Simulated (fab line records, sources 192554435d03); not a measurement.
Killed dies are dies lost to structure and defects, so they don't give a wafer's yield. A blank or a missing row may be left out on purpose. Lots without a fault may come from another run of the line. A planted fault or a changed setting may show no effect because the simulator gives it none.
A struck lot beside a sound one | flow n5_finfet | 18 steps out of a route of 1938
Sound: wafers L785.1, L785.4, L785.6. Struck: wafers L792.2, L792.3, L792.5. The cause comes at the end.
At each step with rows: each side's tool, then ch and its chambers, then its first start. Under that, the readings that differ: sound wafers | struck wafers | difference of the means | sigmas: that difference in standard deviations of wafers without a fault.
alike: readings whose means differ by less than 2 such deviations, and words and numbers that are the same on both sides. not compared: withheld readings, readings that some wafer has no value for, bounds like >300 that may hide the same value, and numbers for which the record gives no deviation and whose values overlap.
The two part at a step that has a row with sigmas, a row that says differs or no value, or rows on one side only. Numbers that don't overlap but have no deviation are shown without sigmas and don't part them. A reading that every wafer of one side lacks parts them only if that side has two wafers or more.

N5_BEOL_M14_ETCH_68: etches SOC in N2/H2, time 450 s.
  sound on rie_diel-04 ch 1,2, day 13 03:37; struck on rie_diel-05 ch 1,2,3, day 15 10:26
  alike: drypump_motor_current_A, oes_product_au, rf_vpp_V, showerhead_plenum_p_Torr, throttle_valve_pct
  not compared: rf_hours_counter_h
then, 3 steps without rows for these wafers: N5_BEOL_M14_STRIP_69 (strips in N2/H2); N5_BEOL_M14_TRENCH_ETCH_34 (etches SiO2 in C4F8/O2/Ar, target depth 556.65 nm, time 126.9 s); N5_BEOL_M14_STRIP_70 (strips in C4F8/O2/Ar).
N5_BEOL_M14_OCD_MEAS_35:
  sound on ocd-02, day 13 04:02; struck on ocd-01, day 15 10:52
  alike: trench_depth_nm
N5_BEOL_M14_STRIP_37: strips in O2.
  sound on rie_diel-04 ch 0,1, day 13 04:04; struck on rie_diel-01 ch 1,2, day 15 11:07
  alike: drypump_motor_current_A, oes_product_au, rf_vpp_V, showerhead_plenum_p_Torr, throttle_valve_pct
  not compared: rf_hours_counter_h
N5_BEOL_M14_ETCH_38: etches SiCN in CF4/N2, target depth 106.5 nm, time 120.6 s.
  sound on rie_diel-04 ch 0,1; struck on rie_diel-01 ch 1,2
  alike: drypump_motor_current_A, oes_product_au, rf_vpp_V, showerhead_plenum_p_Torr, throttle_valve_pct
  not compared: rf_hours_counter_h
then, 4 steps without rows for these wafers: N5_BEOL_M14_PRECLEAN_39 (cleans in residue remover, time 60 s); N5_BEOL_M14_SRD_40 (time 30 s, dry time 30 s); N5_BEOL_M14_DEGAS_41 (time 60 s); N5_BEOL_M14_PRE_CLEAN_42 (time 30 s).
N5_BEOL_M14_SPUTTER_43: material TaN, target thk 15 nm, time 24.19 s.
  sound on pvd_sputter-03, day 13 04:27; struck on pvd_sputter-03, day 15 11:31
  alike: throttle_valve_pct
N5_BEOL_M14_SPUTTER_44: material Ta, target thk 15 nm, time 24.19 s.
  sound on pvd_sputter-03, day 13 04:32; struck on pvd_sputter-03, day 15 11:36
  reading                                     | sound        | struck       | difference | sigmas
  model.Ta_of_BEOL_M14_SPUTTER_44.thk_nm (nm) | 14.8 14.8 15 | 23.4 23 22.8 | +8.2       |
  alike: throttle_valve_pct
N5_BEOL_M14_SPUTTER_45: material Cu, target thk 100 nm, time 16.67 s.
  sound on pvd_sputter-03, day 13 04:37; struck on pvd_sputter-03, day 15 11:41
  alike: throttle_valve_pct
then, 2 steps without rows for these wafers: N5_BEOL_M14_ECD_47 (material Cu, target thk 1248 nm); N5_BEOL_M14_ANNEAL_48 (time 90 s).
N5_BEOL_M14_CMP_49: polishes, stops on SiO2, t overpolish 5.2 s, target thk 560 nm.
  sound on cmp-02 ch 0,2,3, day 13 05:39; struck on cmp-02 ch 0,2,3, day 15 12:29
  reading                      | sound          | struck         | difference | sigmas
  barrier_field_endpoint_s (s) | 11.3 11.1 11.3 | 14.1 14.5 14.1 | +3.0       | +8
  alike: motor_current_A, slurry_filter_dp_kPa
N5_PASSIVATION_PROBE_49:
  the record has rows for the sound wafers here (prober-02, day 14 01:31) and none for the struck ones

WHERE THEY PART
First at N5_BEOL_M14_CMP_49; last, within this record, at N5_PASSIVATION_PROBE_49.

WHY: what the simulator had put in
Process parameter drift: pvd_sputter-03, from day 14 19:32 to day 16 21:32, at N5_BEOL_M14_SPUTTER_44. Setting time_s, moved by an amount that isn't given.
